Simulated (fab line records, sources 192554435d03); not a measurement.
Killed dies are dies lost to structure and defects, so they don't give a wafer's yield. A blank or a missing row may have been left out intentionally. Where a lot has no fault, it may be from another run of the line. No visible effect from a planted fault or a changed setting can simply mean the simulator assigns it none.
What tool caused it? | flow n5Finfet | Sampling: 24 lots, 72 wafers, 6 of 1938 route steps

## WHAT THE GAUGES SHOWED, per wafer
N5_BEOL_M6_CD_MEAS_18: pitch 80 nm, target cd 40 nm.
lot  | measured     | on       | cdNm (nm)
L076 | day 10 09:17 | cdSem-01 | 40.3 39.8 39.8
L078 | day 10 16:35 | cdSem-01 | 40.1 39.6 40.2
L074 | day 11 00:47 | cdSem-02 | 40.1 39.2 39.7
L077 | day 11 05:39 | cdSem-02 | 41.2 40.4 41.1
L075 | day 11 10:01 | cdSem-03 | 39.6 39.3 40.1
L080 | day 11 09:33 | cdSem-03 | 40.5 40.0 40.0
L079 | day 11 10:02 | cdSem-01 | 40.5 40.1 40.8
L081 | day 12 05:54 | cdSem-02 | 40.9 40.3 40.3
L082 | day 12 07:07 | cdSem-01 | 39.5 40.2 40.7
L083 | day 12 11:25 | cdSem-02 | 40.3 39.6 39.6
L086 | day 13 08:44 | cdSem-03 | 40.3 40.8 40.4
L084 | day 13 13:00 | cdSem-01 | 40.4 40.6 40.1
L085 | day 13 13:57 | cdSem-01 | 39.0 41.0 40.6
L087 | day 13 17:23 | cdSem-01 | 39.6 40.1 39.7
L088 | day 14 05:49 | cdSem-03 | 39.5 39.2 39.5
L089 | day 14 13:28 | cdSem-03 | 39.9 39.2 39.3
L091 | day 14 14:58 | cdSem-03 | 40.1 40.0 40.6
L090 | day 14 19:10 | cdSem-02 | 39.6 38.8 39.5
L093 | day 15 07:41 | cdSem-01 | 38.6 39.3 40.7
L094 | day 15 00:05 | cdSem-03 | 40.1 40.4 40.1
L092 | day 15 02:17 | cdSem-02 | 40.0 39.3 39.7
L095 | day 16 07:40 | cdSem-03 | 39.8 40.9 40.1
L096 | day 16 10:44 | cdSem-01 | 40.9 39.5 40.8
L097 | day 17 13:01 | cdSem-02 | 39.9 39.9 39.4

N5_BEOL_M6_CD_MEAS_28: the cd target is 40 nm.
lot  | measured     | on       | cdNm (nm)
L076 | day 10 10:42 | cdSem-03 | 39.99 40.12 39.91
L078 | day 10 20:28 | cdSem-02 | 40.59 40.11 40.03
L074 | day 11 04:26 | cdSem-03 | 40.37 40.16 40.17
L077 | day 11 07:35 | cdSem-01 | 39.68 39.91 40.06
L075 | day 11 10:56 | cdSem-01 | 39.87 40.31 39.50
L080 | day 11 10:50 | cdSem-03 | 40.23 40.25 39.99
L079 | day 11 10:53 | cdSem-03 | 39.69 39.79 40.04
L081 | day 12 09:14 | cdSem-01 | 39.88 40.15 40.05
L082 | day 12 09:03 | cdSem-02 | 40.09 39.72 39.82
L083 | day 12 13:14 | cdSem-01 | 39.63 40.13 39.71
L086 | day 13 10:55 | cdSem-01 | 40.02 40.25 40.09
L084 | day 13 13:28 | cdSem-02 | 40.32 40.45 40.11
L085 | day 13 15:23 | cdSem-01 | 39.85 40.06 39.89
L087 | day 13 18:59 | cdSem-02 | 40.30 39.99 40.35
L088 | day 14 12:05 | cdSem-03 | 39.82 39.60 39.64
L089 | day 14 14:23 | cdSem-02 | 40.09 40.18 39.95
L091 | day 14 16:41 | cdSem-01 | 40.01 39.99 39.97
L090 | day 14 22:50 | cdSem-03 | 40.12 39.74 40.09
L093 | day 15 08:25 | cdSem-03 | 39.79 40.26 40.14
L094 | day 15 00:40 | cdSem-01 | 39.61 40.08 39.73
L092 | day 15 05:20 | cdSem-01 | 39.98 40.19 40.15
L095 | day 16 10:43 | cdSem-02 | 39.58 40.17 39.74
L096 | day 16 11:05 | cdSem-03 | 40.04 39.96 39.76
L097 | day 17 14:04 | cdSem-02 | 40.26 40.24 40.15

## TOOL THAT RAN EACH LOT (tool first, then ch and the chambers of the sampled wafers, then the start)
lot  | N5_BEOL_M5_SPUTTER_48       | N5_BEOL_M5_SPUTTER_83       | N5_BEOL_M5_CO_CAP_78            | N5_BEOL_M6_STRIP_67
L076 | pvdSputter-02, day 9 23:52  | pvdSputter-02, day 10 02:02 | cvdCo-02 ch 0,2, day 10 05:15   | rieDiel-06 ch 1,2, day 10 09:04
L078 | pvdSputter-01, day 10 08:38 | pvdSputter-01, day 10 10:48 | cvdCo-02 ch 1,2, day 10 13:52   | rieDiel-02 ch 0,1,3, day 10 16:14
L074 | pvdSputter-01, day 10 15:55 | pvdSputter-01, day 10 18:05 | cvdCo-02 ch 0,1, day 10 21:09   | rieDiel-02 ch 0,3, day 11 00:30
L077 | pvdSputter-03, day 10 19:18 | pvdSputter-03, day 10 21:28 | cvdCo-01 ch 1,2, day 11 00:31   | rieDiel-03 ch 0,2,3, day 11 05:23
L075 | pvdSputter-03, day 11 00:05 | pvdSputter-03, day 11 02:15 | cvdCo-01 ch 0,2, day 11 05:18   | rieDiel-06 ch 0,1, day 11 09:35
L080 | pvdSputter-02, day 11 00:29 | pvdSputter-02, day 11 02:40 | cvdCo-02 ch 0,2, day 11 05:43   | rieDiel-02 ch 0,2,3, day 11 09:16
L079 | pvdSputter-01, day 11 01:50 | pvdSputter-01, day 11 04:00 | cvdCo-02 ch 0,2, day 11 07:03   | rieDiel-02 ch 1,2,3, day 11 09:44
L081 | pvdSputter-03, day 11 21:31 | pvdSputter-03, day 11 23:41 | cvdCo-02 ch 0,1, day 12 02:44   | rieDiel-03 ch 1,2, day 12 05:40
L082 | pvdSputter-01, day 11 23:27 | pvdSputter-01, day 12 01:37 | cvdCo-01 ch 0,1, day 12 04:49   | rieDiel-03 ch 0,2, day 12 06:53
L083 | pvdSputter-03, day 12 02:18 | pvdSputter-03, day 12 04:29 | cvdCo-01 ch 0,1, day 12 07:43   | rieDiel-02 ch 1,2, day 12 11:08
L086 | pvdSputter-02, day 12 23:37 | pvdSputter-02, day 13 01:47 | cvdCo-01 ch 0,1,2, day 13 04:50 | rieDiel-03 ch 1,2,3, day 13 08:29
L084 | pvdSputter-01, day 13 04:26 | pvdSputter-01, day 13 06:36 | cvdCo-02 ch 0,1,2, day 13 09:39 | rieDiel-03 ch 2,3, day 13 12:46
L085 | pvdSputter-03, day 13 06:12 | pvdSputter-03, day 13 08:22 | cvdCo-02 ch 0,1,2, day 13 11:26 | rieDiel-03 ch 0,1,3, day 13 13:43
L087 | pvdSputter-02, day 13 09:26 | pvdSputter-02, day 13 11:37 | cvdCo-02 ch 0,2, day 13 14:55   | rieDiel-06 ch 1,3, day 13 17:10
L088 | pvdSputter-01, day 13 20:55 | pvdSputter-01, day 13 23:06 | cvdCo-01 ch 0,2, day 14 02:08   | rieDiel-02 ch 0,3, day 14 05:35
L089 | pvdSputter-03, day 14 01:40 | pvdSputter-03, day 14 03:50 | cvdCo-02 ch 0,1,2, day 14 06:53 | rieDiel-06 ch 0,2,3, day 14 13:14
L091 | pvdSputter-01, day 14 07:05 | pvdSputter-01, day 14 09:15 | cvdCo-01 ch 0,1,2, day 14 12:17 | rieDiel-06 ch 0,1,3, day 14 14:43
L090 | pvdSputter-03, day 14 10:52 | pvdSputter-03, day 14 13:02 | cvdCo-02 ch 0,1,2, day 14 16:05 | rieDiel-03 ch 0,2,3, day 14 18:56
L093 | pvdSputter-02, day 14 14:46 | pvdSputter-02, day 15 01:34 | cvdCo-02 ch 0,2, day 15 04:37   | rieDiel-06 ch 0,2,3, day 15 07:22
L094 | pvdSputter-01, day 14 16:43 | pvdSputter-01, day 14 18:54 | cvdCo-01 ch 0,2, day 14 21:58   | rieDiel-03 ch 0,1,2, day 14 23:46
L092 | pvdSputter-03, day 14 19:10 | pvdSputter-03, day 14 21:20 | cvdCo-01 ch 0,2, day 15 00:23   | rieDiel-03 ch 0,1,2, day 15 02:04
L095 | pvdSputter-02, day 16 00:16 | pvdSputter-02, day 16 02:26 | cvdCo-01 ch 0,1,2, day 16 05:29 | rieDiel-02 ch 0,1,2, day 16 07:26
L096 | pvdSputter-03, day 16 02:16 | pvdSputter-03, day 16 04:26 | cvdCo-01 ch 0,1, day 16 07:31   | rieDiel-03 ch 0,2,3, day 16 10:31
L097 | pvdSputter-02, day 17 05:08 | pvdSputter-02, day 17 07:19 | cvdCo-02 ch 0,2, day 17 10:22   | rieDiel-06 ch 1,3, day 17 12:46
- N5_BEOL_M5_SPUTTER_48: material Cu, target thk 15 nm, time 27.62 s.
- N5_BEOL_M5_SPUTTER_83: material Cu, target thk 15 nm, time 27.62 s.
- N5_BEOL_M5_CO_CAP_78: material Co, precursor CCTBA/H2, target thk 2 nm, time 102.1 s.
- N5_BEOL_M6_STRIP_67: strips in CF4.

## AS READ BY THE TOOLS THEMSELVES (means over the sampled wafers that have a number; for cases with no such wafer, the mark the record gives instead)
N5_BEOL_M5_SPUTTER_48.
lot  | tool          | throttleValvePct (%)
L076 | pvdSputter-02 | 29.4
L078 | pvdSputter-01 | 29.7
L074 | pvdSputter-01 | 29.1
L077 | pvdSputter-03 | 29.9
L075 | pvdSputter-03 | 30.6
L080 | pvdSputter-02 | 29.2
L079 | pvdSputter-01 | 29.0
L081 | pvdSputter-03 | 29.7
L082 | pvdSputter-01 | 30.2
L083 | pvdSputter-03 | 30.2
L086 | pvdSputter-02 | 29.2
L084 | pvdSputter-01 | 28.6
L085 | pvdSputter-03 | 30.0
L087 | pvdSputter-02 | 29.2
L088 | pvdSputter-01 | 30.9
L089 | pvdSputter-03 | 30.5
L091 | pvdSputter-01 | 29.5
L090 | pvdSputter-03 | 30.2
L093 | pvdSputter-02 | 29.0
L094 | pvdSputter-01 | 30.6
L092 | pvdSputter-03 | 30.5
L095 | pvdSputter-02 | 29.2
L096 | pvdSputter-03 | 30.2
L097 | pvdSputter-02 | 29.3

N5_BEOL_M5_SPUTTER_83.
lot  | tool          | throttleValvePct (%)
L076 | pvdSputter-02 | 29.3
L078 | pvdSputter-01 | 29.6
L074 | pvdSputter-01 | 29.1
L077 | pvdSputter-03 | 29.8
L075 | pvdSputter-03 | 30.4
L080 | pvdSputter-02 | 29.2
L079 | pvdSputter-01 | 29.1
L081 | pvdSputter-03 | 29.8
L082 | pvdSputter-01 | 30.1
L083 | pvdSputter-03 | 30.3
L086 | pvdSputter-02 | 29.1
L084 | pvdSputter-01 | 28.6
L085 | pvdSputter-03 | 30.0
L087 | pvdSputter-02 | 29.3
L088 | pvdSputter-01 | 31.1
L089 | pvdSputter-03 | 30.5
L091 | pvdSputter-01 | 29.6
L090 | pvdSputter-03 | 30.1
L093 | pvdSputter-02 | 29.0
L094 | pvdSputter-01 | 30.4
L092 | pvdSputter-03 | 30.5
L095 | pvdSputter-02 | 29.2
L096 | pvdSputter-03 | 30.0
L097 | pvdSputter-02 | 29.4

N5_BEOL_M5_CO_CAP_78.
lot  | tool     | heaterPowerW (W)
L076 | cvdCo-02 | 272
L078 | cvdCo-02 | 251
L074 | cvdCo-02 | 275
L077 | cvdCo-01 | 261
L075 | cvdCo-01 | 257
L080 | cvdCo-02 | 268
L079 | cvdCo-02 | 254
L081 | cvdCo-02 | 277
L082 | cvdCo-01 | 262
L083 | cvdCo-01 | 262
L086 | cvdCo-01 | 264
L084 | cvdCo-02 | 261
L085 | cvdCo-02 | 261
L087 | cvdCo-02 | 260
L088 | cvdCo-01 | 259
L089 | cvdCo-02 | 256
L091 | cvdCo-01 | 259
L090 | cvdCo-02 | 262
L093 | cvdCo-02 | 263
L094 | cvdCo-01 | 258
L092 | cvdCo-01 | 258
L095 | cvdCo-01 | 252
L096 | cvdCo-01 | 250
L097 | cvdCo-02 | 271

N5_BEOL_M6_STRIP_67.
lot  | tool       | drypumpMotorCurrentA (A) | oesProductAu (a.u.) | rfVppV (V) | showerheadPlenumPTorr (Torr) | throttleValvePct (%)
L076 | rieDiel-06 | 5.5                      | 0.69                | 272.0      | 1.84                         | 13.7
L078 | rieDiel-02 | 6.0                      | 0.77                | 270.9      | 1.79                         | 13.5
L074 | rieDiel-02 | 6.2                      | 0.82                | 271.8      | 1.83                         | 13.1
L077 | rieDiel-03 | 5.5                      | 0.76                | 269.7      | 1.73                         | 13.6
L075 | rieDiel-06 | 5.4                      | 0.69                | 272.1      | 1.85                         | 13.7
L080 | rieDiel-02 | 5.9                      | 0.85                | 269.7      | 1.79                         | 13.2
L079 | rieDiel-02 | 5.7                      | 0.79                | 270.5      | 1.75                         | 13.6
L081 | rieDiel-03 | 5.7                      | 0.72                | 270.2      | 1.77                         | 13.9
L082 | rieDiel-03 | 5.4                      | 0.76                | 269.8      | 1.74                         | 13.6
L083 | rieDiel-02 | 5.3                      | 0.85                | 271.6      | 1.77                         | 13.6
L086 | rieDiel-03 | 5.9                      | 0.80                | 272.2      | 1.82                         | 13.7
L084 | rieDiel-03 | 5.8                      | 0.79                | 270.7      | 1.78                         | 13.6
L085 | rieDiel-03 | 5.6                      | 0.85                | 271.4      | 1.83                         | 13.5
L087 | rieDiel-06 | 5.7                      | 0.76                | 271.6      | 1.84                         | 13.6
L088 | rieDiel-02 | 6.2                      | 0.74                | 270.1      | 1.77                         | 13.3
L089 | rieDiel-06 | 6.3                      | 0.85                | 272.4      | 1.84                         | 13.4
L091 | rieDiel-06 | 6.0                      | 0.76                | 272.7      | 1.85                         | 13.6
L090 | rieDiel-03 | 5.5                      | 0.82                | 270.6      | 1.79                         | 13.4
L093 | rieDiel-06 | 6.3                      | 0.84                | 272.2      | 1.84                         | 13.5
L094 | rieDiel-03 | 5.5                      | 0.76                | 270.8      | 1.78                         | 13.7
L092 | rieDiel-03 | 5.5                      | 0.75                | 270.5      | 1.78                         | 13.7
L095 | rieDiel-02 | 5.6                      | 0.86                | 271.7      | 1.80                         | 13.4
L096 | rieDiel-03 | 5.5                      | 0.81                | 270.7      | 1.79                         | 13.4
L097 | rieDiel-06 | 5.7                      | 0.89                | 271.7      | 1.83                         | 13.3

## THE ANSWER, worked out from the rows above alone
Rule: the lots themselves supply what counts as usual. Put in order of their means at a reading, lots are off if they are a third of the lots or fewer, leave a main group of 4 or more, and stand apart from it by a gap of 3 or more times the standard deviation of the main group's means; of several such gaps the widest counts. The tables above print the reading to a certain number of digits; a main group whose means all agree to those digits is not used. Also off: a lot with no number at a reading for which 4 or more lots have one. The other lots that the step has rows for count as sound. The gauges are gone through in route order, then the tools' own readings, and for those a lot's mean is taken as printed above. The first step at which some lot is off is used, and at that step the reading that is off furthest; a lot without a number counts as furthest.
Nothing can be told from this: no lot is off at any reading shown.

## WHAT THE SIMULATOR PUT IN
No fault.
